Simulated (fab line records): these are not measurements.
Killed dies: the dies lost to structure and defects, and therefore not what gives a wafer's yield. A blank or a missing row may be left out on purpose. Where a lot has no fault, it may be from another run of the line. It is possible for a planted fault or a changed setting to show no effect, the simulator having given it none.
Code-filled problem report in 8D (eight disciplines) form ; flow n5 finfet ; the parts of the form that need people (team, actions taken, sign-off) are left out

1. THE ISSUE
Mean M12_ILD_THK at N5_BEOL_M12_THK_MEAS_01: 466 nm over 2 wafers in 2 lots; fault-free wafers: 658 nm, standard deviation 7.3. That is -26 standard deviations from the usual mean.
First observed at day 14 22:17: wafer L767.5, on film metro-01. Wafers with a number at this step in the record: 27, from 9 lots. By rule, "out" or "out of limits" means more than 4 standard deviations away from the usual mean. The rest of the wafers with a number are treated as sound.

2. WHAT IT IS; WHAT IT IS NOT
question;is;is not
which readings at this step;M12_ILD_THK;-
which lots;L767, L768;L756, L759, L760, L764, L775, L777, L778
which wafers of those lots;L767.5, L768.5;L767.1, L767.4, L768.4, L768.6
read on which gauges;film metro-01;film metro-02
when;from day 14 22:17;"up to then (14 sound wafers); but 11 sound wafers of L768, L775, L777, L778 came after"

3. SUSPECTS, AND WHAT RULES EACH OUT
Counting: if a tool at a process step up to the reading ran every lot that is out, it stays a suspect. Sound lots after the first of them don't rule it out here, since some wafers of a struck lot are sound.
- the gauge at N5_BEOL_M12_THK_MEAS_01 has been ruled out. All the wafers that are out were read on film metro-01, but those of them that N5_BEOL_M12_ILD_DEP_00 has rows for are out there too, on other tools.
- rtp anneal-02 at N5_BEOL_M11_ANNEAL_51 (time 90 s): kept. It ran every lot that is out, first L767 (day 14 21:23); its last sound lot up to then is L764 (day 14 06:07).
- pecvd-01 at N5_BEOL_M12_ILD_DEP_00 (deposits SiOC from DEMS/O2, target thk 658.92 nm, time 130.7 s): kept. It ran every lot that is out, first L767 (day 14 22:10); its last sound lot up to then is L764 (day 14 06:53). Out on those wafers are its own readings of run length s.
The count leaves pecvd-01 at N5_BEOL_M12_ILD_DEP_00 and rtp anneal-02 at N5_BEOL_M11_ANNEAL_51.

4. THE CAUSE (what the simulator had put in)
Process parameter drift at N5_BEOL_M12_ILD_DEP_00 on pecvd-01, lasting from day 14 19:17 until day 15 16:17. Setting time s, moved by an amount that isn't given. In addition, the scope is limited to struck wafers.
This tool is one of the 2 suspects left after counting.

5. THE CHAIN OF EFFECTS, in route order
Rows list readings where the struck wafers' mean (over those with a number) sits beyond 3 standard deviations from the usual. Readings are gone through only where the record gives a usual standard deviation; hours: the median, over the lots, of the time from a lot's start at the first step in this table giving one to that lot's start at this step; sigmas: the change measured in usual standard deviations.
hours;step;reading;usual;on struck wafers;change;sigmas
0;N5_BEOL_M12_ILD_DEP_00;run length s;175.1 s;135.9;-39.2;-78
0;N5_BEOL_M12_THK_MEAS_01;M12_ILD_THK;658 nm;466;-192;-26
1;N5_BEOL_M12_STRIP_63;oes product au;0.693 a.u.;0.728;+0.035;+7.7
1;N5_BEOL_M12_STRIP_63;strip time to endpoint s;42.7 s;57.3;+14.6;+19
It contains these process steps:
- N5_BEOL_M12_ILD_DEP_00: deposits SiOC from DEMS/O2, target thk 658.92 nm, time 130.7 s.
- N5_BEOL_M12_STRIP_63: strips in N2/H2.
Readings that are blank on the struck wafers while sound wafers have them: susceptor temp C at N5_BEOL_M12_ILD_DEP_00.

6. WHAT WOULD HAVE CAUGHT IT SOONER
The first out-of-limits reading at a measuring or inspecting step in this record came at day 14 22:17, 3 hours after the fault's start at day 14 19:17.
The tool's own readings at N5_BEOL_M12_ILD_DEP_00 were out on every struck wafer that the step has a row for (run length s): an alarm limit on them would have fired on the first of those.
Of the lots that are out (2), L768 began N5_BEOL_M12_ILD_DEP_00 on pecvd-01 after day 14 22:17. A hold on the tool at that time would have spared it.
